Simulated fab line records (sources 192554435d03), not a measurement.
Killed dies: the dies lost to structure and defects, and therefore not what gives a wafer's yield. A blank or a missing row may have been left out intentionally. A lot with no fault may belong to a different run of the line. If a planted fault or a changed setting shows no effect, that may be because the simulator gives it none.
Chamber matching ; flow n5-finfet ; rie-diel-01 running N5_BEOL_M5_DESCUM_33: 4 sister chambers
The step chemistry O2, time 7 s. 7 wafers are shown with their chamber, then 10 later ones without.

## WAFERS WITH THEIR CHAMBER
wafer;chamber;drypump-motor-current-A (A);throttle-valve-pct (%)
L075.3;2;5.74;20.88
L084.1;1;5.48;20.01
L084.6;0;5.42;20.60
L085.5;3;5.16;20.71
L085.6;1;5.48;20.03
L089.1;3;5.17;20.73
L089.3;0;5.41;20.62

## WAFERS WITHOUT THEIR CHAMBER
wafer;drypump-motor-current-A (A);throttle-valve-pct (%)
L089.4;5.16;20.72
L088.1;5.49;20.04
L088.4;5.18;20.72
L088.5;5.75;20.52
L094.1;5.71;20.55
L094.2;5.48;20.05
L094.6;5.41;20.62
L095.3;5.74;20.55
L095.5;5.16;20.73
L095.6;5.73;20.54

## WHICH CHAMBER EACH WENT THROUGH
wafer;from the rows above;in truth
L089.4;3;3
L088.1;1;1
L088.4;3;3
L088.5;2;2
L094.1;2;2
L094.2;1;1
L094.6;0;0
L095.3;2;2
L095.5;3;3
L095.6;2;2
Correct placement for 10 of the 10. Can't be placed from these rows: 0. Placed wrongly: 0.
How it was worked out, from the rows above alone: a wafer's distance from a chamber is the root of the sum, over the readings, of the square of ((its reading less the chamber's mean) divided by the reading's scatter). The wafer belongs to the nearest chamber; if the next one is less than 2 further off, it can't be placed. Each chamber's mean is taken over the wafers shown for it. How the scatter is found: for the shown wafers, subtract from each reading the mean of its chamber, square and add these, divide the total by (wafers less chambers), then take the root.
